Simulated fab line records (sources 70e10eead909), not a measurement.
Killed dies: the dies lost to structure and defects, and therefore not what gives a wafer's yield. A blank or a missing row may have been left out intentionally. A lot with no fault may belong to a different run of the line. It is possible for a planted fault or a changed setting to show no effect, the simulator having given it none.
One fault seen from 2 desks	flow nand harc	each desk has only its own numbers; what lay behind them comes last

## THE METROLOGY DESK
What the gauges read, lot by lot, whatever tool the lot ran on: means of the sampled wafers that have a number. The brackets show how far a lot's mean lies from the usual mean; more than 4 standard deviations puts the lot out of limits, marked OUT.
Columns: A = thk nm at NHARC_THIN_TSV_THK_MEAS_02, usual 3020 nm
lot	first seen here	A
L297	day 23 12:04	3028
L299	day 23 19:17	2983
L301	day 24 19:15	3071
L302	day 25 03:36	2974
L304	day 26 17:08	3401
L303	day 27 06:43	2915
L312	day 29 19:03	3242
L313	day 30 14:57	3081
L315	day 31 02:52	3365
L316	day 31 17:54	2795
L319	day 33 01:11	2935
L320	day 33 02:23	2732
This desk's finding: nothing out of limits on any of the 12 lots.

## TOOL OWNER'S DESK, rie si-03
The tool's own readings at NHARC_THIN_TSV_ETCH_15 (target depth 3000 nm, bosch target overetch cycles 2, bosch etch step 2.8 s): means of the sampled wafers that have a number, for each lot that ran on this tool. The brackets show how far a lot's mean lies from the usual mean; more than 4 standard deviations puts the lot out of limits, marked OUT.
Columns: A = drypump motor current A at NHARC_THIN_TSV_ETCH_15, usual 5.9 A
lot	first seen here	A
L299	day 23 21:02	5.6
L312	day 29 20:55	5.6
L313	day 30 16:58	5.9
L315	day 31 04:46	6.0
L319	day 33 02:58	6.0
This desk's finding: nothing out of limits on any of the 5 lots.

## BROUGHT TOGETHER
From the metrology desk's view, nothing was out of limits.
The tool owner's desk saw nothing out of limits.

## WHAT THE SIMULATOR HAD PUT IN
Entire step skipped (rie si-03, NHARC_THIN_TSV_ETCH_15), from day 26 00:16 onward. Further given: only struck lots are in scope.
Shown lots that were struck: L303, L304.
